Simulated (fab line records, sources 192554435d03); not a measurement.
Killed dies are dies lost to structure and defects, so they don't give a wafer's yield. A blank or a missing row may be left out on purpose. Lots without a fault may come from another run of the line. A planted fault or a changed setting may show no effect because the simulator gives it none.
Split-lot experiment | flow n5_finfet | 7 lots, 39 wafers read, on a route of 1938 steps

THE SPLIT
At N5_FIN_CUT_ETCH_21 (etches SOC in N2/H2, target depth 219 nm, overetch 43.8 nm, time 523.5 s), the setting bias_w was moved away from the recipe's 61 W on 12 of the 39 wafers read, by -6.3% to +18.2%. The other wafers ran this setting at the recipe's value.

The reading is taken at the split's own step.

THE READING
rf_vpp_V, in V, at N5_FIN_CUT_ETCH_21 (etches SOC in N2/H2, target depth 219 nm, overetch 43.8 nm, time 523.5 s). Fault-free wafers of this fab line usually give 240.7 V, standard deviation 1.4 V.

wafer  | tool, chamber at the split | bias_w as run, W | against the recipe | rf_vpp_V, V | against lot-mates on the recipe
L080.1 | rie_diel-04, 3             | 70.55            | +15.7%             | 264.2       | +23.6
L080.2 | rie_diel-04, 0             | 61               | recipe             | 238.3       | -
L080.3 | rie_diel-04, 2             | 61               | recipe             | 242.6       | -
L080.4 | rie_diel-04, 1             | 70.55            | +15.7%             | 264.4       | +23.8
L080.5 | rie_diel-04, 2             | 70.55            | +15.7%             | 265.0       | +24.4
L080.6 | rie_diel-04, 1             | 61               | recipe             | 241.0       | -
L082.1 | rie_diel-01, 3             | 61               | recipe             | 240.1       | -
L082.2 | rie_diel-01, 0             | 61               | recipe             | 243.6       | -
L082.3 | rie_diel-01, 1             | 57.13            | -6.3%              | 231.9       | -8.9
L082.4 | rie_diel-01, 3             | 61               | recipe             | 238.8       | -
L082.5 | rie_diel-01, 0             | 57.13            | -6.3%              | 231.9       | -8.9
L082.6 | rie_diel-01, 1             | 57.13            | -6.3%              | 230.8       | -10.0
L085.1 | rie_diel-04, 0             | 61               | recipe             | 238.9       | -
L085.5 | rie_diel-04, 0             | 61               | recipe             | 239.5       | -
L085.6 | rie_diel-04, 1             | 61               | recipe             | 240.2       | -
L086.1 | rie_diel-04, 3             | 61               | recipe             | 240.7       | -
L086.2 | rie_diel-04, 2             | 65.99            | +8.2%              | 256.1       | +16.4
L086.3 | rie_diel-04, 0             | 61               | recipe             | 238.5       | -
L086.4 | rie_diel-04, 2             | 65.99            | +8.2%              | 255.2       | +15.5
L086.5 | rie_diel-04, 3             | 61               | recipe             | 239.8       | -
L086.6 | rie_diel-04, 0             | 65.99            | +8.2%              | 251.2       | +11.5
L089.1 | rie_diel-03, 1             | 61               | recipe             | 240.0       | -
L089.2 | rie_diel-03, 3             | 61               | recipe             | 243.1       | -
L089.3 | rie_diel-03, 0             | 61               | recipe             | 240.5       | -
L089.4 | rie_diel-03, 2             | 72.1             | +18.2%             | 265.4       | +24.2
L089.5 | rie_diel-03, 1             | 72.1             | +18.2%             | 267.6       | +26.4
L089.6 | rie_diel-03, 0             | 72.1             | +18.2%             | 269.4       | +28.2
L091.1 | rie_diel-04, 0             | 61               | recipe             | 240.4       | -
L091.2 | rie_diel-04, 1             | 61               | recipe             | 240.4       | -
L091.3 | rie_diel-04, 2             | 61               | recipe             | 241.4       | -
L091.4 | rie_diel-04, 2             | 61               | recipe             | 242.4       | -
L091.5 | rie_diel-04, 1             | 61               | recipe             | 239.9       | -
L091.6 | rie_diel-04, 0             | 61               | recipe             | 239.2       | -
L096.1 | rie_diel-04, 2             | 61               | recipe             | 242.8       | -
L096.2 | rie_diel-04, 0             | 61               | recipe             | 239.9       | -
L096.3 | rie_diel-04, 3             | 61               | recipe             | 239.1       | -
L096.4 | rie_diel-04, 0             | 61               | recipe             | 238.1       | -
L096.5 | rie_diel-04, 3             | 61               | recipe             | 239.6       | -
L096.6 | rie_diel-04, 2             | 61               | recipe             | 241.9       | -

THE FIT
A straight line over all 39 wafers: rf_vpp_V changes by +1.51 V for each +1% of bias_w; r = +0.99; the points scatter about the line by 1.6 V.
The same after taking each lot's own level away (the mean of its wafers on the recipe; 39 wafers): +1.5 V for each +1%; r = +0.99; scatter 1.6 V.
On that fit, the largest move of bias_w shifts the reading by 27 V.
The lots' own levels span 239.53 to 241.20 V, that is 1.2 times the standard deviation above.
So the lot-to-lot level changes the slope little: the two slopes agree.
Check: with one of the wafers moved furthest among these (+18.2%) left out of the fit, the line predicts +28 V for it against its lot-mates. It came out at +24.2 V against them.
Tool readings at the split's step, against how far the setting was moved: rf_vpp_V r = +0.99.

OTHER SPLITS ON THESE WAFERS
These wafers also went through other splits before the reading. Each is held against what the fit with the lots' levels taken away leaves over:
other split on the same wafers | wafers away from the commonest value | r with rf_vpp_V (lot level and that fit taken away)
N5_FIN_SAQP_EXPOSE_13 dose_mj  | 18                                   | -0.03

THE FILE'S OWN FIT
rf_vpp_V changes by +1.51 V for each +1% of bias_w, r = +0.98.
